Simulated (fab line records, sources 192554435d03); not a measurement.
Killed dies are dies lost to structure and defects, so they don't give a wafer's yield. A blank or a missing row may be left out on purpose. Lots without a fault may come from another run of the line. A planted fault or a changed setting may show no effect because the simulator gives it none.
A struck lot beside a sound one | flow n5_finfet | 19 steps out of a route of 1938
Sound: wafers L940.3, L940.4, L940.5. Struck: wafers L931.4, L931.5, L931.6. The cause comes at the end.
At each step with rows: each side's tool, then ch and its chambers, then its first start. Under that, the readings that differ: sound wafers | struck wafers | difference of the means | sigmas: that difference in standard deviations of wafers without a fault.
alike: readings whose means differ by less than 2 such deviations, and words and numbers that are the same on both sides. not compared: withheld readings, readings that some wafer has no value for, bounds like >300 that may hide the same value, and numbers for which the record gives no deviation and whose values overlap.
The two part at a step that has a row with sigmas, a row that says differs or no value, or rows on one side only. Numbers that don't overlap but have no deviation are shown without sigmas and don't part them. A reading that every wafer of one side lacks parts them only if that side has two wafers or more.

first, 8 steps without rows for these wafers: N5_BEOL_M10_CMP_52 (polishes, stops on SiCOH lowk, t overpolish 7 s, target thk 140 nm); N5_BEOL_M10_PRE_CLEAN_55 (time 15 s); N5_BEOL_M10_DEP_56 (deposits SiCN from 3MS/NH3, target thk 15 nm, time 26.5 s); N5_BEOL_M11_ILD_DEP_00 (deposits SiCOH lowk from DEMS/porogen, target thk 308.51 nm, time 58 s); N5_BEOL_M11_CURE_71 (cures SiCOH lowk, time 240 s); N5_BEOL_M11_PECVD_70 (deposits SiO2 from TEOS/O2, target thk 20 nm, time 22.7 s); N5_BEOL_M11_HM_DEP_02 (deposits TiN, target thk 20 nm); N5_BEOL_M11_COAT_59 (time 60 s, resist thk 100 nm).
N5_BEOL_M11_COAT_60: time 60 s, resist thk 30 nm.
  sound on litho_track-04 ch 0, day 14 16:31; struck on litho_track-02 ch 0, day 11 18:26
  reading                                     | sound                | struck               | difference | sigmas
  spin_speed_rpm (rpm)                        | 1500.1 1499.2 1498.2 | 1550.8 1550.8 1550.7 | +51.6      | +57
  model.SiARC_of_BEOL_M11_COAT_60.thk_nm (nm) | 29.8 30 30           | 29.4 29.4 29.4       | -0.5       |
  alike: heater_power_total_W, plate_temp_C
then, 7 steps without rows for these wafers: N5_BEOL_M11_COAT_05 (resist thk 90 nm); N5_BEOL_M11_EBR_07; N5_BEOL_M11_SOFTBAKE_06 (time 60 s); N5_BEOL_M11_EXPOSE_08 (exposes mask M11); N5_BEOL_M11_PEB_09 (peb time 60 s); N5_BEOL_M11_DEVELOP_10 (develop time 30 s); N5_BEOL_M11_DESCUM_16 (chemistry O2, time 7.9 s).
N5_BEOL_M11_ETCH_61: etches SiARC in CF4, target depth 39 nm, time 65 s.
  sound on rie_diel-01 ch 0,3, day 14 17:00; struck on rie_diel-01 ch 0,3, day 11 18:48
  reading                  | sound           | struck           | difference | sigmas
  model.etch.depth_nm (nm) | 29.9 29.9 29.97 | 29.42 29.45 29.4 | -0.50      |
  alike: drypump_motor_current_A, etch_rf_on_time_s, oes_product_au, rf_vpp_V, showerhead_plenum_p_Torr, throttle_valve_pct
  not compared: rf_hours_counter_h, model.CAR-ArF_of_BEOL_M11_COAT_05.thk_nm
N5_BEOL_M11_ETCH_62: etches SOC in N2/H2, target depth 110 nm, overetch 22 nm, time 165 s.
  sound on rie_diel-01 ch 0,3, day 14 17:03; struck on rie_diel-01 ch 0,3, day 11 18:51
  reading                                     | sound          | struck         | difference | sigmas
  model.SiARC_of_BEOL_M11_COAT_60.thk_nm (nm) | 23.4 23.8 23.4 | 23.2 22.8 23.2 | -0.5       |
  alike: drypump_motor_current_A, oes_product_au, rf_vpp_V, showerhead_plenum_p_Torr, throttle_valve_pct
  not compared: rf_hours_counter_h
then, 1 step without rows for these wafers: N5_BEOL_M11_STRIP_68 (strips in N2/H2).

WHERE THEY PART
Only at N5_BEOL_M11_COAT_60, within this record. Later steps at which nothing parts them and some readings are alike: N5_BEOL_M11_ETCH_61, N5_BEOL_M11_ETCH_62.

WHY: what the simulator had put in
Process parameter drift: litho_track-02, from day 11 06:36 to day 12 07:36, at N5_BEOL_M11_COAT_60. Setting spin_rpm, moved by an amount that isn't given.
